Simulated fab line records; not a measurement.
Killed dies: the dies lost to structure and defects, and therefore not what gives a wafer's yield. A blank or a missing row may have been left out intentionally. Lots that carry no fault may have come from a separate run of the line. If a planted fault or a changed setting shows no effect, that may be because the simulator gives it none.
fab line records	flow n5Finfet
record: lots: 24	wafers: 72	lastDay: 18
route steps=1938 shown BEOL_M4@1104 BEOL_M5@1137
lots with no fault: from the same line, run without faults
startH: hours from the record's opening day to when the first of the lot's shown wafers began	waitH: hours elapsed since this lot's preceding step	" the same as in the row above	L1.1+2: a row that stands for several wafers	- either no value or no given start	* or withheld: withheld	< > ~ a bound
route shown NAME@n: NAME is a module with steps in the file, n the number in the route of the first one	usual: mean and standard deviation over wafers with no fault	same: alike in all rows	chamber/n: place in a boat	sites: readings site by site	_std_site: standard deviation of those values	_edge_site: inner sites' mean taken away from outer sites' mean	radiusMm: how far each site lies from the wafer's centre	mask NAME#n: copy n	behind: the last tool/chamber to shape the wafer	hold: what put the lot on hold/how long, in hours/how the hold closed	device: names the non-switching transistor (n, p or np)	end of line: the same wafers' tests at the end of the route	a step given without rows: its recipe and nothing more	killed: dies lost to structure and defects at the first sort, not the wafer's yield	map: the dies of a wafer, with x for killed, . for not killed, _ for no die there
set.NAME: setting as actually run; set.NAME@STEP: the setting as run at that earlier step	model.NAME: the simulator's own value behind a step, which no gauge read
a sample of lots followed through the steps of the route, with each step as a table and each wafer as a row
services: when a tool's chamber went out of use (startH, in hours from the record's first day, below 0 if earlier), for how many hours, and the reason
== steps ==
step: N5_BEOL_M4_THK_MEAS_53
recipe: thkMeasGauge: xrf	reads: Cu_of_BEOL_M4_ECD_50
usual: M4_THK: 40.5/1.9
lot.wafer	tool	chamber	startH	waitH	M4_THK[nm]
L074.3	filmMetro-02	-	161.38	-	42.6
L074.4	"	-	"	"	40.2
L074.6	"	-	"	"	41.7
L075.1	filmMetro-01	-	178.09	-	37.1
L075.2	"	-	"	"	37.9
L075.4	"	-	"	"	38.4
L077.2	filmMetro-01	-	180.75	-	38.2
L077.5	"	-	"	"	38.1
L077.6	"	-	"	"	42.9
L076.2	filmMetro-01	-	191.05	-	39.6
L076.3	"	-	"	"	41.4
L076.4	"	-	"	"	39.7
L078.1	filmMetro-02	-	195.45	-	40.6
L078.4	"	-	"	"	40.3
L078.5	"	-	"	"	40.2
L079.3	filmMetro-01	-	197.49	-	39.9
L079.4	"	-	"	"	38.6
L079.6	"	-	"	"	37.7
L080.1	filmMetro-02	-	198.04	-	39.2
L080.3	"	-	"	"	40.2
L080.4	"	-	"	"	41.1
L081.2	filmMetro-01	-	199.31	-	37.4
L081.3	"	-	"	"	39.7
L081.5	"	-	"	"	39.8
L082.3	filmMetro-01	-	232.61	-	37.4
L082.4	"	-	"	"	41.4
L082.6	"	-	"	"	40.8
L083.4	filmMetro-02	-	233.37	-	43.0
L083.5	"	-	"	"	38.3
L083.6	"	-	"	"	43.4
L084.2	filmMetro-01	-	238.45	-	40.6
L084.4	"	-	"	"	39.5
L084.6	"	-	"	"	42.6
L085.1	filmMetro-01	-	255.54	-	38.9
L085.2	"	-	"	"	40.3
L085.6	"	-	"	"	39.4
L086.2	filmMetro-01	-	255.97	-	41.8
L086.5	"	-	"	"	39.8
L086.6	"	-	"	"	41.1
L088.1	filmMetro-02	-	268.51	-	41.7
L088.2	"	-	"	"	38.1
L088.3	"	-	"	"	42.1
L087.2	filmMetro-01	-	274.79	-	39.8
L087.3	"	-	"	"	42.4
L087.6	"	-	"	"	40.0
L090.1	filmMetro-02	-	283.53	0.2	40.5
L090.3	"	-	"	"	40.6
L090.5	"	-	"	"	39.7
L089.2	filmMetro-01	-	284.05	-	37.8
L089.4	"	-	"	"	36.2
L089.6	"	-	"	"	35.6
L091.1	filmMetro-01	-	298.83	-	40.2
L091.2	"	-	"	"	40.4
L091.4	"	-	"	"	41.8
L092.1	filmMetro-01	-	301.10	-	40.3
L092.3	"	-	"	"	40.4
L092.4	"	-	"	"	39.2
L095.1	filmMetro-02	-	305.72	-	42.9
L095.2	"	-	"	"	41.9
L095.4	"	-	"	"	41.3
L093.1	filmMetro-02	-	307.93	-	43.0
L093.5	"	-	"	"	41.1
L093.6	"	-	"	"	42.2
L097.2	filmMetro-02	-	312.79	-	43.3
L097.4	"	-	"	"	40.8
L097.5	"	-	"	"	41.6
L094.2	filmMetro-02	-	318.29	-	41.6
L094.3	"	-	"	"	41.8
L094.5	"	-	"	"	42.4
L096.4	filmMetro-02	-	324.67	-	39.5
L096.5	"	-	"	"	44.1
L096.6	"	-	"	"	38.6
step: N5_BEOL_M5_STRIP_19
recipe: chemistry: O2	powerW: 400	tempC: 40	pressureMtorr: 30	rfFrequencyHz: 6e+07	biasPowerW: 0	overashFraction: 0.2	o2FlowSccm: 225
usual: drypumpMotorCurrentA: 6.0/0.34	oesProductAu: 0.80/0.098	rfVppV: 3.7/0.49	showerheadPlenumPTorr: 2.09/0.062	throttleValvePct: 16.64/0.28
lot.wafer	tool	chamber	startH	waitH	drypumpMotorCurrentA	oesProductAu	rfHoursCounterH	rfVppV	showerheadPlenumPTorr	throttleValvePct
L074.3	rieDiel-01	0	165.76	0.1	6.2	0.96	4	3.4	2.11	16.16
L074.4	"	1	"	"	6.1	0.91	26	3.8	2.06	16.73
L074.6	"	2	"	"	6.0	0.71	-	4.3	2.17	16.79
L075.1	rieDiel-03	0	182.90	0.1	5.3	0.79	112	3.4	2.13	16.67
L075.2	"	3	"	"	6.4	0.71	206	4.1	2.17	16.76
L075.4	"	1	"	"	5.8	0.98	8	3.5	2.05	16.38
L077.2	rieDiel-03	3	183.69	0.1	6.5	0.70	206	3.1	2.17	16.76
L077.5	"	2	"	"	6.6	0.71	-	2.3	2.09	16.85
L077.6	"	1	"	"	5.8	0.97	-	3.6	2.05	16.39
L076.2	rieDiel-02	3	195.68	0.1	5.8	0.74	185	4.5	1.99	16.42
L076.3	"	2	"	"	5.7	0.65	248	3.6	1.95	16.97
L076.4	"	1	"	"	5.7	0.74	163	3.7	2.02	17.14
L078.1	rieDiel-01	3	199.28	0.1	5.9	0.71	208	3.6	2.06	16.67
L078.4	"	1	"	"	6.0	0.91	35	3.3	2.06	16.73
L078.5	"	0	"	"	6.2	0.94	-	3.5	2.10	16.16
L079.3	rieDiel-01	0	201.12	0.1	6.2	0.94	13	3.5	2.10	16.16
L079.4	"	2	"	"	6.0	0.71	169	4.0	2.16	16.82
L079.6	"	0	"	"	6.2	0.94	-	4.2	2.10	16.17
L080.1	rieDiel-02	0	204.30	0.2	6.7	0.88	59	3.4	2.15	16.35
L080.3	"	1	"	"	5.7	0.74	166	3.2	2.02	17.14
L080.4	"	3	"	"	5.8	0.73	-	4.1	1.98	16.45
L081.2	rieDiel-02	0	204.51	0.1	6.7	0.88	60	3.9	2.15	16.36
L081.3	"	1	"	"	5.7	0.73	166	4.0	2.02	17.14
L081.5	"	0	"	"	6.7	0.89	-	4.5	2.15	16.37
L082.3	rieDiel-01	1	237.03	0.1	6.0	0.90	42	3.9	2.06	16.74
L082.4	"	0	"	"	6.2	0.92	23	4.6	2.10	16.18
L082.6	"	1	"	"	6.0	0.89	-	4.0	2.06	16.75
L083.4	rieDiel-02	1	237.31	0.1	5.7	0.73	175	3.1	2.01	17.16
L083.5	"	0	"	"	6.7	0.86	-	3.4	2.14	16.38
L083.6	"	1	"	"	5.7	0.73	-	3.5	2.01	17.17
L084.2	rieDiel-01	1	245.83	0.1	6.1	0.89	44	5.4	2.06	16.75
L084.4	"	2	"	"	6.0	0.70	181	3.8	2.16	16.84
L084.6	"	0	"	"	6.2	0.92	-	3.6	2.10	16.20
L085.1	rieDiel-03	3	259.84	0.3	6.4	0.69	223	4.1	2.16	16.79
L085.2	"	0	"	"	5.2	0.77	134	3.2	2.12	16.73
L085.6	"	2	"	"	6.6	0.71	-	3.5	2.09	16.90
L086.2	rieDiel-01	1	260.31	0.1	6.0	0.87	49	3.6	2.05	16.76
L086.5	"	0	"	"	6.2	0.90	-	2.9	2.10	16.21
L086.6	"	1	"	"	6.0	0.87	-	3.6	2.06	16.73
L088.1	rieDiel-01	3	272.68	0.1	5.9	0.70	224	3.7	2.05	16.70
L088.2	"	1	"	"	6.0	0.87	53	4.0	2.05	16.76
L088.3	"	0	"	"	6.2	0.88	33	4.8	2.10	16.21
L087.2	rieDiel-01	2	279.39	0.2	6.0	0.69	192	3.8	2.15	16.86
L087.3	"	1	"	"	6.1	0.87	55	2.8	2.05	16.77
L087.6	"	1	"	"	6.1	0.87	-	3.4	2.05	16.76
L090.1	rieDiel-01	3	287.17	0.1	5.9	0.70	227	3.9	2.05	16.69
L090.3	"	2	"	"	6.0	0.70	195	3.6	2.15	16.86
L090.5	"	2	"	"	6.0	0.70	-	3.6	2.15	16.86
L089.2	rieDiel-02	3	288.04	0.1	5.8	0.73	208	3.1	1.98	16.49
L089.4	"	1	"	"	5.8	0.72	191	4.0	2.01	17.19
L089.6	"	2	"	"	5.7	0.95	-	3.0	2.21	16.57
L091.1	rieDiel-01	3	302.63	0.1	5.9	0.70	231	3.5	2.05	16.72
L091.2	"	2	"	"	6.0	0.70	199	3.7	2.15	16.89
L091.4	"	0	"	"	6.2	0.88	41	3.1	2.09	16.23
L092.1	rieDiel-01	3	305.03	0.1	5.9	0.71	232	3.5	2.05	16.72
L092.3	"	0	"	"	6.2	0.87	41	3.9	2.09	16.23
L092.4	"	1	"	"	6.1	0.86	63	3.1	2.05	16.80
L095.1	rieDiel-02	3	310.61	0.2	5.8	0.71	215	3.7	1.98	16.48
L095.2	"	2	"	"	5.7	0.92	27	3.4	2.20	16.59
L095.4	"	0	"	"	6.7	0.83	90	4.4	2.13	16.41
L093.1	rieDiel-02	3	311.56	0.1	5.9	0.71	215	3.6	1.98	16.49
L093.5	"	1	"	"	5.8	0.71	-	3.7	2.01	17.20
L093.6	"	0	"	"	6.7	0.83	-	3.6	2.13	16.41
L097.2	rieDiel-02	0	316.96	0.1	6.7	0.83	93	3.5	2.13	16.42
L097.4	"	3	"	"	5.8	0.71	217	3.5	1.97	16.50
L097.5	"	1	"	"	5.7	0.70	-	4.3	2.01	17.23
L094.2	rieDiel-03	0	322.19	0.1	5.2	0.76	156	3.6	2.11	16.78
L094.3	"	2	"	"	6.6	0.95	2	2.8	2.08	16.50
L094.5	"	2	"	"	6.6	0.95	-	3.5	2.08	16.51
L096.4	rieDiel-03	0	327.85	0.1	5.2	0.75	158	3.7	2.11	16.76
L096.5	"	3	"	"	6.5	0.68	-	3.3	2.15	16.83
L096.6	"	2	"	"	6.5	0.94	-	4.8	2.08	16.50
step: N5_BEOL_M5_CD_MEAS_28
recipe: targetCdNm: 30.6	landingEnergyEv: 500	detector: seInlens	targetCdYNm: 20	polarity: opening
usual: cdNm: 30.54/0.29
lot.wafer	tool	chamber	startH	waitH	cdNm
L074.3	cdSem-03	0	167.39	-	30.61
L074.4	"	0	"	"	30.13
L074.6	"	0	"	"	30.18
L075.1	cdSem-01	0	184.40	-	30.74
L075.2	"	0	"	"	30.35
L075.4	"	0	"	"	30.82
L077.2	cdSem-01	0	184.60	-	30.36
L077.5	"	0	"	"	30.96
L077.6	"	0	"	"	30.43
L076.2	cdSem-03	0	196.34	-	30.19
L076.3	"	0	"	"	29.99
L076.4	"	0	"	"	30.50
L078.1	cdSem-03	0	201.26	-	30.52
L078.4	"	0	"	"	30.43
L078.5	"	0	"	"	30.44
L079.3	cdSem-02	0	201.59	-	30.18
L079.4	"	0	"	"	30.36
L079.6	"	0	"	"	30.01
L081.2	cdSem-01	0	206.26	-	30.32
L081.3	"	0	"	"	30.58
L081.5	"	0	"	"	30.49
L080.1	cdSem-03	0	206.43	-	30.55
L080.3	"	0	"	"	30.41
L080.4	"	0	"	"	30.64
L082.3	cdSem-02	0	237.47	-	31.14
L082.4	"	0	"	"	30.92
L082.6	"	0	"	"	31.20
L083.4	cdSem-02	0	237.77	-	30.57
L083.5	"	0	"	"	30.81
L083.6	"	0	"	"	30.69
L084.2	cdSem-03	0	249.04	-	30.74
L084.4	"	0	"	"	30.38
L084.6	"	0	"	"	31.35
L086.2	cdSem-01	0	261.85	-	30.16
L086.5	"	0	"	"	30.49
L086.6	"	0	"	"	30.74
L085.1	cdSem-01	0	261.94	-	30.48
L085.2	"	0	"	"	30.55
L085.6	"	0	"	"	30.34
L088.1	cdSem-02	0	273.07	-	30.61
L088.2	"	0	"	"	30.79
L088.3	"	0	"	"	30.98
L087.2	cdSem-01	0	279.79	-	30.31
L087.3	"	0	"	"	30.18
L087.6	"	0	"	"	30.63
L090.1	cdSem-01	0	288.80	-	30.66
L090.3	"	0	"	"	30.50
L090.5	"	0	"	"	30.34
L089.2	cdSem-01	0	288.98	-	30.73
L089.4	"	0	"	"	30.39
L089.6	"	0	"	"	31.19
L091.1	cdSem-01	0	303.21	-	30.68
L091.2	"	0	"	"	30.74
L091.4	"	0	"	"	30.53
L092.1	cdSem-02	0	306.92	-	30.77
L092.3	"	0	"	"	30.55
L092.4	"	0	"	"	30.34
L095.1	cdSem-03	0	312.21	-	30.28
L095.2	"	0	"	"	30.44
L095.4	"	0	"	"	30.11
L093.1	cdSem-02	0	312.39	-	30.81
L093.5	"	0	"	"	30.66
L093.6	"	0	"	"	30.73
L097.2	cdSem-03	0	320.28	-	30.29
L097.4	"	0	"	"	30.29
L097.5	"	0	"	"	30.40
L094.2	cdSem-02	0	324.03	-	30.29
L094.3	"	0	"	"	30.71
L094.5	"	0	"	"	30.47
L096.4	cdSem-01	0	330.51	-	30.57
L096.5	"	0	"	"	30.44
L096.6	"	0	"	"	30.11
step: N5_BEOL_M5_OVL_MEAS_29
recipe: pointsPerWafer: 522
usual: V4_OVL: -0.7/0.68
lot.wafer	tool	chamber	startH	waitH	V4_OVL[nm]
L074.3	overlay-02	0	167.43	0.0	-0.9
L074.4	"	0	"	"	-1.9
L074.6	"	0	"	"	-1.7
L075.1	overlay-01	0	184.43	0.0	-0.2
L075.2	"	0	"	"	-0.2
L075.4	"	0	"	"	-0.3
L077.2	overlay-01	0	184.63	0.0	-0.9
L077.5	"	0	"	"	-1.2
L077.6	"	0	"	"	-0.7
L076.2	overlay-02	0	196.38	0.0	-0.8
L076.3	"	0	"	"	-1.8
L076.4	"	0	"	"	-0.6
L078.1	overlay-01	0	201.29	0.0	-0.9
L078.4	"	0	"	"	-1.1
L078.5	"	0	"	"	-1.3
L079.3	overlay-01	0	201.63	0.0	0.2
L079.4	"	0	"	"	-0.3
L079.6	"	0	"	"	-0.3
L081.2	overlay-02	0	206.30	0.0	0.5
L081.3	"	0	"	"	0.1
L081.5	"	0	"	"	0.6
L080.1	overlay-01	0	206.47	0.0	-1.3
L080.3	"	0	"	"	-1.0
L080.4	"	0	"	"	-1.8
L082.3	overlay-02	0	237.51	0.0	-0.6
L082.4	"	0	"	"	-0.2
L082.6	"	0	"	"	-0.8
L083.4	overlay-01	0	237.82	0.0	-0.8
L083.5	"	0	"	"	-1.5
L083.6	"	0	"	"	-1.0
L084.2	overlay-02	0	249.08	0.0	-0.5
L084.4	"	0	"	"	-1.2
L084.6	"	0	"	"	-0.7
L086.2	overlay-02	0	261.89	0.0	-1.2
L086.5	"	0	"	"	0.5
L086.6	"	0	"	"	-0.4
L085.1	overlay-01	0	261.97	0.0	0.3
L085.2	"	0	"	"	-0.7
L085.6	"	0	"	"	0.2
L088.1	overlay-01	0	273.10	0.0	-1.2
L088.2	"	0	"	"	-1.4
L088.3	"	0	"	"	-0.2
L087.2	overlay-01	0	279.83	0.0	-1.0
L087.3	"	0	"	"	-0.2
L087.6	"	0	"	"	-1.0
L090.1	overlay-01	0	288.84	0.0	-1.5
L090.3	"	0	"	"	-1.7
L090.5	"	0	"	"	-1.1
L089.2	overlay-02	0	289.02	0.0	-0.7
L089.4	"	0	"	"	-1.0
L089.6	"	0	"	"	-1.0
L091.1	overlay-02	0	303.24	0.0	0.1
L091.2	"	0	"	"	-1.3
L091.4	"	0	"	"	0.3
L092.1	overlay-01	0	306.95	0.0	-0.5
L092.3	"	0	"	"	-0.4
L092.4	"	0	"	"	0.0
L095.1	overlay-01	0	312.24	0.0	-0.9
L095.2	"	0	"	"	-0.2
L095.4	"	0	"	"	-0.6
L093.1	overlay-02	0	312.42	0.0	-1.6
L093.5	"	0	"	"	-1.1
L093.6	"	0	"	"	-2.2
L097.2	overlay-02	0	320.32	0.0	-0.8
L097.4	"	0	"	"	-0.7
L097.5	"	0	"	"	-0.3
L094.2	overlay-02	0	324.06	0.0	1.1
L094.3	"	0	"	"	0.3
L094.5	"	0	"	"	1.4
L096.4	overlay-01	0	330.55	0.0	-1.3
L096.5	"	0	"	"	-1.5
L096.6	"	0	"	"	-0.6
step: N5_BEOL_M5_STRIP_36
recipe: chemistry: N2/H2	powerW: 450	tempC: 40	pressureMtorr: 20	rfFrequencyHz: 6e+07	overashFraction: 0.3	biasPowerW: 7	h2Frac: 0.5	n2FlowSccm: 200	h2FlowSccm: 200
usual: drypumpMotorCurrentA: 6.0/0.37	oesProductAu: 0.79/0.099	rfVppV: 59.1/1.4	showerheadPlenumPTorr: 2.52/0.072	throttleValvePct: 23.5/0.32
lot.wafer	tool	chamber	startH	waitH	drypumpMotorCurrentA	oesProductAu	rfHoursCounterH	rfVppV	showerheadPlenumPTorr	throttleValvePct
L074.3	rieDiel-03	0	167.74	0.0	5.3	0.79	107	60.2	2.54	23.3
L074.4	"	2	"	"	6.6	0.70	-	59.8	2.51	23.6
L074.6	"	0	"	"	5.3	0.79	-	58.0	2.54	23.3
L075.1	rieDiel-01	1	184.75	0.0	6.1	0.91	31	59.0	2.48	23.6
L075.2	"	2	"	"	6.0	0.72	165	59.3	2.62	23.8
L075.4	"	3	"	"	5.9	0.71	204	57.4	2.51	23.9
L077.2	rieDiel-02	1	185.16	0.0	5.8	0.74	160	62.1	2.41	23.8
L077.5	"	0	"	"	6.7	0.89	-	59.1	2.58	23.0
L077.6	"	1	"	"	5.7	0.74	-	57.2	2.41	23.8
L076.2	rieDiel-02	3	196.69	0.0	5.9	0.73	185	59.0	2.42	23.6
L076.3	"	2	"	"	5.7	0.66	248	57.8	2.40	24.1
L076.4	"	0	"	"	6.6	0.88	57	60.0	2.58	23.0
L078.1	rieDiel-02	1	201.61	0.0	5.7	0.73	164	58.5	2.41	23.8
L078.4	"	3	"	"	5.8	0.73	186	57.2	2.42	23.6
L078.5	"	2	"	"	5.7	0.64	-	57.1	2.39	24.1
L079.3	rieDiel-01	1	202.05	0.0	6.1	0.90	36	55.5	2.48	23.6
L079.4	"	0	"	"	6.2	0.94	13	57.8	2.56	23.0
L079.6	"	3	"	"	5.9	0.72	-	57.6	2.51	23.9
L081.2	rieDiel-01	3	206.61	0.0	5.9	0.71	211	58.9	2.51	23.9
L081.3	"	2	"	"	6.1	0.73	172	57.4	2.62	23.9
L081.5	"	3	"	"	5.9	0.71	-	59.5	2.51	23.9
L080.1	rieDiel-02	1	206.87	0.0	5.7	0.74	167	59.5	2.41	23.8
L080.3	"	3	"	"	5.8	0.74	189	57.0	2.42	23.5
L080.4	"	1	"	"	5.7	0.73	-	58.7	2.41	23.8
L082.3	rieDiel-03	3	237.82	0.0	6.4	0.70	221	59.8	2.60	23.7
L082.4	"	2	"	"	6.6	0.70	234	58.7	2.50	23.6
L082.6	"	1	"	"	5.8	0.93	-	58.0	2.49	23.2
L083.4	rieDiel-01	0	238.12	0.0	6.2	0.91	23	57.6	2.56	23.0
L083.5	"	1	"	"	6.1	0.88	-	58.5	2.48	23.6
L083.6	"	0	"	"	6.2	0.93	-	61.5	2.56	23.0
L084.2	rieDiel-01	3	250.13	0.0	5.9	0.72	221	59.7	2.51	23.9
L084.4	"	1	"	"	6.1	0.88	45	61.1	2.47	23.7
L084.6	"	0	"	"	6.2	0.92	-	56.7	2.56	23.0
L086.2	rieDiel-03	3	262.20	0.0	6.4	0.69	223	59.7	2.60	23.7
L086.5	"	0	"	"	5.2	0.77	-	59.8	2.53	23.4
L086.6	"	1	"	"	5.9	0.91	-	58.3	2.48	23.2
L085.1	rieDiel-03	0	262.59	0.0	5.3	0.79	134	60.6	2.53	23.3
L085.2	"	3	"	"	6.5	0.69	223	60.6	2.60	23.7
L085.6	"	2	"	"	6.6	0.70	-	58.0	2.50	23.6
L088.1	rieDiel-01	2	273.41	0.0	6.0	0.70	190	60.6	2.61	23.9
L088.2	"	0	"	"	6.2	0.89	33	62.6	2.55	23.0
L088.3	"	3	"	"	5.9	0.72	225	57.4	2.51	23.9
L087.2	rieDiel-03	0	280.39	0.0	5.2	0.77	141	58.9	2.53	23.4
L087.3	"	1	"	"	5.8	0.91	38	59.6	2.48	23.2
L087.6	"	1	"	"	5.8	0.90	-	62.6	2.48	23.2
L090.1	rieDiel-01	2	289.15	0.0	6.0	0.70	195	57.8	2.61	23.9
L090.3	"	1	"	"	6.1	0.86	58	60.5	2.47	23.7
L090.5	"	2	"	"	6.0	0.69	-	61.6	2.61	23.9
L089.2	rieDiel-01	3	289.54	0.0	5.9	0.69	228	59.6	2.51	23.9
L089.4	"	0	"	"	6.2	0.87	37	59.7	2.55	23.0
L089.6	"	1	"	"	6.1	0.87	-	59.7	2.47	23.7
L091.1	rieDiel-03	1	303.56	0.0	5.8	0.90	47	59.7	2.48	23.2
L091.2	"	3	"	"	6.4	0.68	237	58.6	2.60	23.7
L091.4	"	0	"	"	5.3	0.76	-	59.5	2.53	23.4
L092.1	rieDiel-02	2	307.54	0.0	5.8	0.92	26	60.3	2.70	23.8
L092.3	"	3	"	"	5.8	0.71	213	60.7	2.41	23.6
L092.4	"	0	"	"	6.7	0.83	88	59.1	2.56	23.0
L093.1	rieDiel-02	3	313.90	0.0	5.9	0.71	216	57.6	2.41	23.6
L093.5	"	1	"	"	5.8	0.71	-	59.7	2.39	23.9
L093.6	"	2	"	"	5.8	0.93	-	58.4	2.70	23.8
L095.1	rieDiel-03	3	313.91	0.0	6.4	0.67	242	57.5	2.60	23.8
L095.2	"	1	"	"	5.8	0.88	52	59.1	2.47	23.2
L095.4	"	3	"	"	6.4	0.68	-	59.6	2.59	23.8
L097.2	rieDiel-01	1	320.63	0.0	6.1	0.87	64	57.6	2.47	23.7
L097.4	"	0	"	"	6.2	0.88	43	60.5	2.55	23.0
L097.5	"	1	"	"	6.0	0.86	-	60.1	2.47	23.7
L094.2	rieDiel-03	2	324.37	0.0	6.6	0.95	2	57.9	2.49	23.5
L094.3	"	1	"	"	5.8	0.89	55	59.2	2.47	23.2
L094.5	"	3	"	"	6.5	0.67	-	57.9	2.59	23.8
L096.4	rieDiel-03	2	330.85	0.0	6.6	0.91	4	57.8	2.49	23.5
L096.5	"	0	"	"	5.2	0.75	-	58.4	2.52	23.4
L096.6	"	3	"	"	6.5	0.66	-	58.1	2.59	23.8
step: N5_BEOL_M5_ETCH_41
recipe: chemistry: CH3F/O2	target: SiCN	targetDepthA: 315	taperDeg: 2	timeS: 56.7	ionEnergyEv: 120	maskMaterial: TiN	pressureMtorr: 30	sourceW: 395	biasW: 75	Ar_flow_sccm: 150	CH3F_flow_sccm: 30	O2_flow_sccm: 20
usual: drypumpMotorCurrentA: 6.0/0.37	oesProductAu: 0.78/0.096	rfVppV: 297.1/1.5	showerheadPlenumPTorr: 1.99/0.059	throttleValvePct: 16.30/0.22
lot.wafer	tool	chamber	startH	waitH	drypumpMotorCurrentA	oesProductAu	rfHoursCounterH	rfVppV	showerheadPlenumPTorr	throttleValvePct
L074.3	rieDiel-03	0	-	-	5.3	0.79	107	297.7	2.00	16.18
L074.4	"	2	"	"	6.5	0.72	-	297.6	1.96	16.22
L074.6	"	0	"	"	5.2	0.79	-	298.8	2.00	16.16
L075.1	rieDiel-01	1	-	-	6.1	0.90	31	297.9	1.95	16.28
L075.2	"	2	"	"	6.0	0.72	165	298.6	2.07	16.47
L075.4	"	3	"	"	5.9	0.69	204	296.1	1.99	16.44
L077.2	rieDiel-02	1	-	-	5.7	0.73	160	295.5	1.92	16.74
L077.5	"	0	"	"	6.7	0.89	-	296.9	2.04	15.96
L077.6	"	1	"	"	5.8	0.74	-	296.5	1.92	16.74
L076.2	rieDiel-02	3	-	-	5.8	0.73	185	294.1	1.90	16.11
L076.3	"	2	"	"	5.7	0.67	248	294.2	1.88	16.68
L076.4	"	0	"	"	6.7	0.87	57	299.1	2.04	15.96
L078.1	rieDiel-02	1	-	-	5.7	0.73	164	295.8	1.92	16.77
L078.4	"	3	"	"	5.8	0.74	186	295.7	1.90	16.13
L078.5	"	2	"	"	5.7	0.67	-	294.5	1.88	16.70
L079.3	rieDiel-01	1	-	-	6.0	0.89	36	297.4	1.95	16.28
L079.4	"	0	"	"	6.2	0.94	13	298.2	2.05	16.03
L079.6	"	3	"	"	5.9	0.70	-	296.3	1.99	16.45
L081.2	rieDiel-01	3	-	-	5.9	0.70	211	296.1	1.99	16.44
L081.3	"	2	"	"	6.1	0.72	172	299.3	2.07	16.48
L081.5	"	3	"	"	5.9	0.70	-	299.0	1.99	16.44
L080.1	rieDiel-02	1	-	-	5.7	0.72	167	295.1	1.92	16.77
L080.3	"	3	"	"	5.8	0.73	189	296.4	1.90	16.12
L080.4	"	1	"	"	5.7	0.72	-	296.5	1.92	16.78
L082.3	rieDiel-03	3	-	-	6.4	0.70	221	299.3	2.05	16.35
L082.4	"	2	"	"	6.6	0.72	235	295.5	1.95	16.28
L082.6	"	1	"	"	5.8	0.91	-	296.6	1.95	16.07
L083.4	rieDiel-01	0	-	-	6.2	0.91	23	297.0	2.04	16.07
L083.5	"	1	"	"	6.1	0.88	-	295.6	1.95	16.31
L083.6	"	0	"	"	6.2	0.91	-	298.2	2.04	16.05
L084.2	rieDiel-01	3	-	-	5.9	0.69	221	298.1	1.98	16.46
L084.4	"	1	"	"	6.0	0.88	45	295.8	1.95	16.32
L084.6	"	0	"	"	6.2	0.91	-	298.3	2.04	16.08
L086.2	rieDiel-03	3	-	-	6.4	0.69	223	298.1	2.04	16.37
L086.5	"	0	"	"	5.3	0.77	-	296.4	1.99	16.22
L086.6	"	1	"	"	5.8	0.90	-	296.1	1.95	16.08
L085.1	rieDiel-03	0	-	-	5.3	0.77	134	297.1	1.99	16.21
L085.2	"	3	"	"	6.5	0.69	223	299.1	2.04	16.36
L085.6	"	2	"	"	6.6	0.71	-	298.3	1.95	16.32
L088.1	rieDiel-01	2	-	-	6.0	0.70	190	297.1	2.06	16.53
L088.2	"	0	"	"	6.2	0.88	33	297.7	2.04	16.06
L088.3	"	3	"	"	5.9	0.69	225	296.4	1.98	16.46
L087.2	rieDiel-03	0	-	-	5.2	0.77	141	296.4	1.99	16.24
L087.3	"	1	"	"	5.9	0.90	38	295.9	1.95	16.09
L087.6	"	1	"	"	5.8	0.88	-	295.8	1.95	16.09
L090.1	rieDiel-01	2	-	-	6.0	0.70	195	297.8	2.06	16.55
L090.3	"	1	"	"	6.1	0.86	58	295.3	1.94	16.34
L090.5	"	2	"	"	6.1	0.70	-	299.4	2.06	16.53
L089.2	rieDiel-01	3	-	-	5.8	0.68	228	295.8	1.98	16.46
L089.4	"	0	"	"	6.2	0.88	37	297.8	2.04	16.09
L089.6	"	1	"	"	6.1	0.86	-	296.3	1.94	16.33
L091.1	rieDiel-03	1	-	-	5.8	0.88	47	296.8	1.94	16.10
L091.2	"	3	"	"	6.4	0.67	237	297.1	2.04	16.39
L091.4	"	0	"	"	5.3	0.76	-	296.8	1.99	16.24
L092.1	rieDiel-02	2	-	-	5.7	0.96	26	300.3	2.11	16.28
L092.3	"	3	"	"	5.8	0.72	213	294.9	1.89	16.15
L092.4	"	0	"	"	6.7	0.83	89	298.0	2.03	16.02
L093.1	rieDiel-02	3	-	-	5.9	0.71	216	295.4	1.89	16.17
L093.5	"	1	"	"	5.8	0.70	-	295.0	1.91	16.83
L093.6	"	2	"	"	5.7	0.95	-	300.2	2.11	16.32
L095.1	rieDiel-03	3	-	-	6.4	0.68	242	296.8	2.04	16.41
L095.2	"	1	"	"	5.8	0.87	52	296.4	1.94	16.13
L095.4	"	3	"	"	6.4	0.68	-	297.7	2.04	16.40
L097.2	rieDiel-01	1	-	-	6.0	0.84	64	296.9	1.94	16.34
L097.4	"	0	"	"	6.2	0.86	43	298.4	2.04	16.07
L097.5	"	1	"	"	6.1	0.84	-	297.1	1.94	16.36
L094.2	rieDiel-03	2	-	-	6.6	0.94	2	295.7	1.94	15.88
L094.3	"	1	"	"	5.8	0.86	55	297.0	1.94	16.12
L094.5	"	3	"	"	6.4	0.67	-	296.3	2.04	16.40
L096.4	rieDiel-03	2	-	-	6.6	0.95	4	297.0	1.94	15.91
L096.5	"	0	"	"	5.2	0.75	-	298.9	1.99	16.27
L096.6	"	3	"	"	6.5	0.67	-	299.9	2.04	16.41
== services ==
tool	chamber	startH	hours	kind
rieDiel-03	1	142.19	-	clean
rieDiel-03	1	142.19	-	consumableReplace:focusRing
rieDiel-03	1	142.19	18.4	scheduledDown
rieDiel-03	1	142.19	18.4	ventCycle
rieDiel-01	0	143.73	-	clean
rieDiel-01	0	143.73	-	consumableReplace:focusRing
rieDiel-01	0	143.73	12.9	scheduledDown
rieDiel-01	0	143.73	12.9	ventCycle
rieDiel-02	3	159.82	13.2	repair
rieDiel-01	-	185.38	2.8	pm
rieDiel-02	2	203.25	-	clean
rieDiel-02	2	203.25	-	consumableReplace:focusRing
rieDiel-02	2	203.25	-	consumableReplace:showerhead
rieDiel-02	2	203.25	16.7	scheduledDown
rieDiel-01	1	203.57	9.8	repair
rieDiel-01	3	254.41	9.7	repair
rieDiel-02	3	255.88	9.2	repair
rieDiel-03	3	274.13	5.8	repair
rieDiel-01	3	275.10	4.1	repair
rieDiel-03	2	283.09	-	clean
rieDiel-03	2	283.09	-	consumableReplace:focusRing
rieDiel-03	2	283.09	32.6	scheduledDown
rieDiel-03	2	283.09	32.6	ventCycle
rieDiel-03	0	311.45	3.0	repair
== key ==
fault none
